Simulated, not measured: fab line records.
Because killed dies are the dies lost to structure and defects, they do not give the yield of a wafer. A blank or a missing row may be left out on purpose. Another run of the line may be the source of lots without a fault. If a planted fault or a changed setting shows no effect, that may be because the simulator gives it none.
Matching of chambers :: flow n5_finfet :: N5_BEOL_M6_DESCUM_33 on rie_diel-05 has 4 sister chambers
The step chemistry O2, time 7 s. 4 wafers are shown with their chamber, then 8 later ones without.

WAFERS PAIRED WITH THEIR CHAMBERS
wafer: L086.3
chamber: 2
drypump_motor_current_A (A): 6.2

wafer: L084.1
chamber: 3
drypump_motor_current_A (A): 5.9

wafer: L084.2
chamber: 1
drypump_motor_current_A (A): 5.3

wafer: L088.3
chamber: 0
drypump_motor_current_A (A): 5.6

WAFERS MISSING THEIR CHAMBER
wafer: L088.5
drypump_motor_current_A (A): 6.1

wafer: L088.6
drypump_motor_current_A (A): 5.8

wafer: L090.1
drypump_motor_current_A (A): 5.6

wafer: L090.2
drypump_motor_current_A (A): 5.8

wafer: L090.3
drypump_motor_current_A (A): 5.3

wafer: L090.4
drypump_motor_current_A (A): 6.1

wafer: L090.5
drypump_motor_current_A (A): 5.6

wafer: L090.6
drypump_motor_current_A (A): 5.9

WHICH CHAMBER EACH WENT THROUGH
wafer: L088.5
from the rows above: can't be placed: 2 or 3
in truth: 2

wafer: L088.6
from the rows above: can't be placed: 3 or 0
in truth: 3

wafer: L090.1
from the rows above: 0
in truth: 0

wafer: L090.2
from the rows above: can't be placed: 3 or 0
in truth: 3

wafer: L090.3
from the rows above: 1
in truth: 1

wafer: L090.4
from the rows above: can't be placed: 2 or 3
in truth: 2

wafer: L090.5
from the rows above: 0
in truth: 0

wafer: L090.6
from the rows above: 3
in truth: 3
Correctly placed: 4 of 8. Can't be placed from these rows: 4 (the true chamber is among the candidates in 4). Wrongly placed: 0.
How it was worked out, from the rows above alone: a wafer's distance from a chamber is the root of the sum, over the readings, of the square of ((its reading less the chamber's mean) divided by the reading's scatter). The wafer belongs to the nearest chamber; if the next one is less than 2 further off, it can't be placed. A chamber's mean is the mean of its shown wafers. The scatter (one wafer shown for each chamber): square how far every hidden wafer sits from the nearest shown wafer, average those squares and take the square root.
